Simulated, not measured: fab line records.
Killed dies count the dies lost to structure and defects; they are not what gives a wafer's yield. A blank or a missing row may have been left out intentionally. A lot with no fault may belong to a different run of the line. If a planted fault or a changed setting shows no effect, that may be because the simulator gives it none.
Split-lot trial / flow n5Finfet / 7 lots, 21 wafers read, on a route of 1938 steps

== THE SPLIT ITSELF ==
At N5_BEOL_M12_COAT_58 (time 60 s, resist thk 89 nm), the setting spinRpm was moved away from the recipe's 1500 rpm on 9 of the 21 wafers read, by -9.8% to +11.2%. The other wafers ran this setting at the recipe's value.

== FROM THE SPLIT TO THE READING: what the file shows between them, 4 steps ==
- N5_BEOL_M12_COAT_04: resist thk 400 nm (also split here: spinRpm)
- N5_BEOL_M12_EBR_06
- N5_BEOL_M12_SOFTBAKE_05: time 60 s
- N5_BEOL_M12_DESCUM_15: chemistry O2, time 7.9 s

== THE READING ==
etch.depthNm (the simulator's own value, which no gauge read), in nm, at N5_BEOL_M12_ETCH_59 (etches BARC in N2/H2, target depth 89 nm, overetch 26.7 nm, time 67.9 s). There is no usual value for it anywhere in the file. Here, 12 wafers ran the recipe; their average is 88.97 nm with a standard deviation of 0.39 nm.

wafer=L078.1; tool, chamber at the split=lithoTrack-01, 0; spinRpm as run, rpm=1500; against the recipe=recipe; etch.depthNm, nm=89.33; against lot-mates on the recipe=-
wafer=L078.4; tool, chamber at the split=lithoTrack-01, 0; spinRpm as run, rpm=1581; against the recipe=+5.4%; etch.depthNm, nm=87.21; against lot-mates on the recipe=-2.12
wafer=L078.5; tool, chamber at the split=lithoTrack-01, 0; spinRpm as run, rpm=1581; against the recipe=+5.4%; etch.depthNm, nm=86.98; against lot-mates on the recipe=-2.35
wafer=L081.4; tool, chamber at the split=lithoTrack-04, 0; spinRpm as run, rpm=1500; against the recipe=recipe; etch.depthNm, nm=88.74; against lot-mates on the recipe=-
wafer=L081.5; tool, chamber at the split=lithoTrack-04, 0; spinRpm as run, rpm=1598; against the recipe=+6.5%; etch.depthNm, nm=86.11; against lot-mates on the recipe=-2.42
wafer=L081.6; tool, chamber at the split=lithoTrack-04, 0; spinRpm as run, rpm=1500; against the recipe=recipe; etch.depthNm, nm=88.33; against lot-mates on the recipe=-
wafer=L082.1; tool, chamber at the split=lithoTrack-04, 0; spinRpm as run, rpm=1500; against the recipe=recipe; etch.depthNm, nm=88.76; against lot-mates on the recipe=-
wafer=L082.2; tool, chamber at the split=lithoTrack-04, 0; spinRpm as run, rpm=1500; against the recipe=recipe; etch.depthNm, nm=88.52; against lot-mates on the recipe=-
wafer=L082.6; tool, chamber at the split=lithoTrack-04, 0; spinRpm as run, rpm=1500; against the recipe=recipe; etch.depthNm, nm=88.33; against lot-mates on the recipe=-
wafer=L085.2; tool, chamber at the split=lithoTrack-01, 0; spinRpm as run, rpm=1353; against the recipe=-9.8%; etch.depthNm, nm=93.79; against lot-mates on the recipe=+4.69
wafer=L085.5; tool, chamber at the split=lithoTrack-01, 0; spinRpm as run, rpm=1353; against the recipe=-9.8%; etch.depthNm, nm=93.7; against lot-mates on the recipe=+4.60
wafer=L085.6; tool, chamber at the split=lithoTrack-01, 0; spinRpm as run, rpm=1500; against the recipe=recipe; etch.depthNm, nm=89.1; against lot-mates on the recipe=-
wafer=L090.1; tool, chamber at the split=lithoTrack-02, 0; spinRpm as run, rpm=1500; against the recipe=recipe; etch.depthNm, nm=89.12; against lot-mates on the recipe=-
wafer=L090.3; tool, chamber at the split=lithoTrack-02, 0; spinRpm as run, rpm=1500; against the recipe=recipe; etch.depthNm, nm=89.39; against lot-mates on the recipe=-
wafer=L090.5; tool, chamber at the split=lithoTrack-02, 0; spinRpm as run, rpm=1431; against the recipe=-4.6%; etch.depthNm, nm=91.29; against lot-mates on the recipe=+2.04
wafer=L091.3; tool, chamber at the split=lithoTrack-02, 0; spinRpm as run, rpm=1396; against the recipe=-6.9%; etch.depthNm, nm=92.64; against lot-mates on the recipe=+3.27
wafer=L091.4; tool, chamber at the split=lithoTrack-02, 0; spinRpm as run, rpm=1500; against the recipe=recipe; etch.depthNm, nm=89.35; against lot-mates on the recipe=-
wafer=L091.6; tool, chamber at the split=lithoTrack-02, 0; spinRpm as run, rpm=1500; against the recipe=recipe; etch.depthNm, nm=89.39; against lot-mates on the recipe=-
wafer=L094.1; tool, chamber at the split=lithoTrack-01, 0; spinRpm as run, rpm=1500; against the recipe=recipe; etch.depthNm, nm=89.24; against lot-mates on the recipe=-
wafer=L094.2; tool, chamber at the split=lithoTrack-01, 0; spinRpm as run, rpm=1668; against the recipe=+11.2%; etch.depthNm, nm=85.02; against lot-mates on the recipe=-4.22
wafer=L094.4; tool, chamber at the split=lithoTrack-01, 0; spinRpm as run, rpm=1668; against the recipe=+11.2%; etch.depthNm, nm=84.97; against lot-mates on the recipe=-4.27

THE FIT
A straight line over all 21 wafers: etch.depthNm changes by -0.423 nm for each +1% of spinRpm; r = -0.98; the points scatter about the line by 0.45 nm.
The same after taking each lot's own level away (the mean of its wafers on the recipe; 21 wafers): -0.423 nm for each +1%; r = -1.00; scatter 0.24 nm.
The reading moves by 4.7 nm for the largest change in spinRpm, on that fit.
Measured against the standard deviation above, the lots' own levels, which go from 88.535 to 89.370 nm, span 2.1 times it.
Hence the lot-to-lot level has little effect on the slope; both slopes agree.
Check: with one of the wafers moved furthest among these (+11.2%) left out of the fit, the line predicts -4.72 nm for it against its lot-mates. Against them it came out at -4.22 nm.

== FURTHER SPLITS ON THESE WAFERS ==
Note: prior to the reading, these wafers also went through further splits. Each is held against what the fit with the lots' levels taken away leaves over:
other split on the same wafers=N5_BEOL_M11_COAT_05 spinRpm; wafers away from the commonest value=5; r with etch.depthNm (lot level and that fit taken away)=-0.18
other split on the same wafers=N5_BEOL_M12_COAT_04 spinRpm; wafers away from the commonest value=9; r with etch.depthNm (lot level and that fit taken away)=+0.08

== THE WHOLE CHAIN: every reading that the file lists as answering this split, in the file's order ==
step=N5_BEOL_M12_COAT_58; what it does=time 60 s, resist thk 89 nm; reading=BARC_of_BEOL_M12_COAT_58.thkNm (the simulator's own value, which no gauge read); change (the file's fit)=-0.414 nm for each +1% of the setting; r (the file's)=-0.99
step=N5_BEOL_M12_ETCH_59; what it does=etches BARC in N2/H2, target depth 89 nm, overetch 26.7 nm, time 67.9 s; reading=etch.depthNm (the simulator's own value, which no gauge read); change (the file's fit)=-0.422 nm for each +1% of the setting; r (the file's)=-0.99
step=N5_BEOL_M12_STRIP_64; what it does=strips in N2/H2; reading=stripTimeToEndpointS; change (the file's fit)=withheld for each +1% of the setting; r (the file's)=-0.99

== THE FILE'S OWN FIT ==
etch.depthNm changes by -0.422 nm for each +1% of spinRpm, r = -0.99.
